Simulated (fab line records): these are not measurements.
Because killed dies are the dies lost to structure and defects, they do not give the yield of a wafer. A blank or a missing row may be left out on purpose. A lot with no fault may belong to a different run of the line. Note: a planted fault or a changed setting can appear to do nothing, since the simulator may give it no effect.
Comparing a struck lot with a sound one -- flow nand-harc -- 15 steps out of a route of 1302
Sound: these wafers, L325.3, L325.5, L325.6. Struck: wafer L335.2. (L335.5, L335.6 of the same lot were not struck and are left out.) The cause comes at the end.
Per side, at each step with rows, come the tool, then ch with its chambers, and then its first start. Under that, the readings that differ: sound wafers -- struck wafers -- difference of the means -- sigmas: that difference in standard deviations of wafers without a fault.
alike: words and numbers the same on both sides, and readings whose means are apart by under 2 such deviations; not compared: readings that were withheld, readings missing a value for some wafer, numbers with overlapping values and no deviation given by the record, and bounds like >300 which may hide the same value.
A row with sigmas, a row that says differs or no value, or rows on one side alone: a step with any of these is where the two part. Numbers that have no deviation but don't overlap get no sigmas and don't part them. A reading missing from all wafers of one side parts the sides only when that side holds two or more wafers.

NHARC_A_CONTACT_ETCH_128: etches the open film in C4F8/O2/Ar, time 197 s, target depth 1918 nm.
  sound on har-cap-etch-01 ch 0,1, day 23 22:35; struck on har-cap-etch-02 ch 0, day 28 14:09
reading,sound,struck,difference,sigmas
rf-hours-counter-h (h),- - -,112,no value on the sound wafers,
  not compared: run-length-s
NHARC_A_CONTACT_ETCH_129: etches the open film in C4F8/O2/Ar, time 197 s, target depth 1918 nm.
  sound on har-cap-etch-01 ch 0,1, day 23 22:46; struck on har-cap-etch-02 ch 0, day 28 14:20
reading,sound,struck,difference,sigmas
rf-hours-counter-h (h),- - -,112,no value on the sound wafers,
  not compared: run-length-s
then, 2 steps without rows for these wafers: NHARC_A_CONTACT_ETCH_130 (etches the open film in C4F8/O2/Ar, time 197 s, target depth 1918 nm); NHARC_A_CONTACT_ETCH_131 (etches the open film in C4F8/O2/Ar, time 197 s, target depth 1918 nm).
NHARC_A_CONTACT_ETCH_132: etches the open film in C4F8/O2/Ar, time 197 s, target depth 1924 nm.
  sound on har-cap-etch-01 ch 0,1, day 23 23:17; struck on har-cap-etch-02 ch 0, day 28 14:52
reading,sound,struck,difference,sigmas
rf-hours-counter-h (h),- - -,112,no value on the sound wafers,
  not compared: run-length-s
NHARC_A_CONTACT_ETCH_133: etches the open film in C4F8/O2/Ar, time 374 s, target depth 1610 nm.
  sound on har-cap-etch-01 ch 0,1, day 23 23:35; struck on har-cap-etch-02 ch 0, day 28 15:02
reading,sound,struck,difference,sigmas
rf-hours-counter-h (h),- - -,112,no value on the sound wafers,
  alike: run-length-s
NHARC_A_CONTACT_ETCH_91: etches the open film in CH3F/O2, target depth 40 nm, time 85.7 s.
  sound on rie-diel-04 ch 1,2,3, day 24 00:11; struck on rie-diel-05 ch 0, day 28 15:51
  alike: drypump-motor-current-A, oes-product-au, rf-fwd-power-W, rf-vpp-V, run-length-s, showerhead-plenum-p-Torr, throttle-valve-pct
  not compared: rf-hours-counter-h
then, 1 step without rows for these wafers: NHARC_A_CONTACT_ETCH_97 (etches the open film in C4F6/O2, target depth 20 nm, time 10 s).
NHARC_A_CONTACT_CD_MEAS_80:
  sound: cd-sem-01 at day 24 00:23; struck: cd-sem-03 at day 28 16:02
  alike: cd-nm
then, 3 steps without rows for these wafers: NHARC_A_CONTACT_STRIP_103 (strips in N2/H2); NHARC_A_CONTACT_STRIP_104 (strips in CF4/CHF3); NHARC_A_CONTACT_STRIP_105 (strips in O2/COS).
NHARC_A_CONTACT_ETCH_106: etches the open film in CF4/O2, target depth 90 nm, overetch 9 nm, time 49.5 s.
  sound on rie-diel-05 ch 0,3, day 24 00:40; struck on rie-diel-04 ch 0, day 28 16:21
reading,sound,struck,difference,sigmas
run-length-s (s),70.8 70.5 70.9,65.1,-5.6,-11
  alike: cf4-flow-sccm, drypump-motor-current-A, oes-product-au, rf-vpp-V, showerhead-plenum-p-Torr, throttle-valve-pct
  not compared: rf-fwd-power-W, rf-hours-counter-h
then, 1 step without rows for these wafers: NHARC_A_CONTACT_STRIP_82 (strips in O2).
-- record jumps: 3 days between struck wafers' starts before vs after; left off in module A_CONTACT, resumes in module END, first step shown is number 1302 of the route --
NHARC_END_SORT_01:
  only the struck wafers appear in the record here, on prober-02 ch 0 at day 31 11:07; the sound ones have no rows

== WHERE THEY PART ==
Earliest at NHARC_A_CONTACT_ETCH_128; latest, in this record, at NHARC_END_SORT_01.

WHY: the cause the simulator had injected
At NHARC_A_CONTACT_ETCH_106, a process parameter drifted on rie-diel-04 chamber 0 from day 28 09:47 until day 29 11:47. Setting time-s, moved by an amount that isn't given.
